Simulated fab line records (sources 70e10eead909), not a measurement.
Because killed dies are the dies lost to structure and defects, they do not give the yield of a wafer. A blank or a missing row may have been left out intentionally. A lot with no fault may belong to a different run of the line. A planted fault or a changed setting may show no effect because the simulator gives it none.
What tool caused it? -- flow nandHarc -- 18 wafers from 6 lots sampled at 4 of the route's 1159 steps

## WHAT EACH GAUGE READ, for each wafer
NHARC_P_GATE_CD_MEAS_91 targets a cd of 2000 nm.
lot,measured,on,cdNm (nm)
L382,day 5 22:30,cdSem-03,1998.5 1998.1 2000.8
L386,day 7 00:18,cdSem-02,1997.9 1997.7 1998.7
L388,day 7 05:46,cdSem-03,2000.4 1999.5 2000.9
L391,day 8 00:21,cdSem-03,2000.0 2000.9 2000.8
L394,day 8 15:50,cdSem-02,2001.5 2000.6 2001.5
L403,day 11 13:38,cdSem-02,1998.3 1997.9 1997.9

## EACH LOT AND THE TOOL THAT RAN IT (in order: tool; ch and the chambers of the sampled wafers; start)
lot,NHARC_P_GATE_DESCUM_48,NHARC_P_GATE_STRIP_112,NHARC_P_GATE_EXPOSE_88
L382,"rieDiel-12 ch 0,1,2, day 5 19:13","plasmaAsher-02 ch 0,1, day 5 21:16","krfScanner-04 ch 0, day 5 22:20"
L386,"rieDiel-10 ch 0,2,3, day 6 20:56","plasmaAsher-02 ch 0,1, day 6 23:11","krfScanner-01 ch 0, day 7 00:09"
L388,"rieDiel-13 ch 0,1,3, day 7 02:28","plasmaAsher-02 ch 1, day 7 04:35","krfScanner-02 ch 0, day 7 05:37"
L391,"rieDiel-12 ch 0,2,3, day 7 21:18","plasmaAsher-01 ch 0,1, day 7 23:17","krfScanner-01 ch 0, day 8 00:11"
L394,"rieDiel-12 ch 0,2, day 8 12:29","plasmaAsher-01 ch 0,1, day 8 14:38","krfScanner-02 ch 0, day 8 15:40"
L403,"rieDiel-12 ch 1,2,3, day 11 10:27","plasmaAsher-02 ch 0,1, day 11 12:32","krfScanner-04 ch 0, day 11 13:29"
- NHARC_P_GATE_DESCUM_48: chemistry O2, time 3 s.
- NHARC_P_GATE_STRIP_112: strips in N2/H2, time 200 s.
- NHARC_P_GATE_EXPOSE_88: exposes mask P HVN, target cd 2000 nm.

## THE ANSWER, worked out from the rows above alone
Rule: what is usual is taken from the lots themselves. The widest of any qualifying gaps counts: lots, ordered by their means at a reading, are off when they make up no more than a third of the lots, leave a main group of 4 or more, and stand apart from it by 3 or more times the standard deviation of that group's means. A main group is skipped when, at the precision printed for the reading in the tables above, its means are all equal. A lot without any number at a reading at which 4 lots or more have one is off too. Where the step has rows for the other lots, those lots are counted as sound.
Across all readings shown, no lot is off: no conclusion can be drawn from this.

## WHAT THE SIMULATOR HAD PUT IN
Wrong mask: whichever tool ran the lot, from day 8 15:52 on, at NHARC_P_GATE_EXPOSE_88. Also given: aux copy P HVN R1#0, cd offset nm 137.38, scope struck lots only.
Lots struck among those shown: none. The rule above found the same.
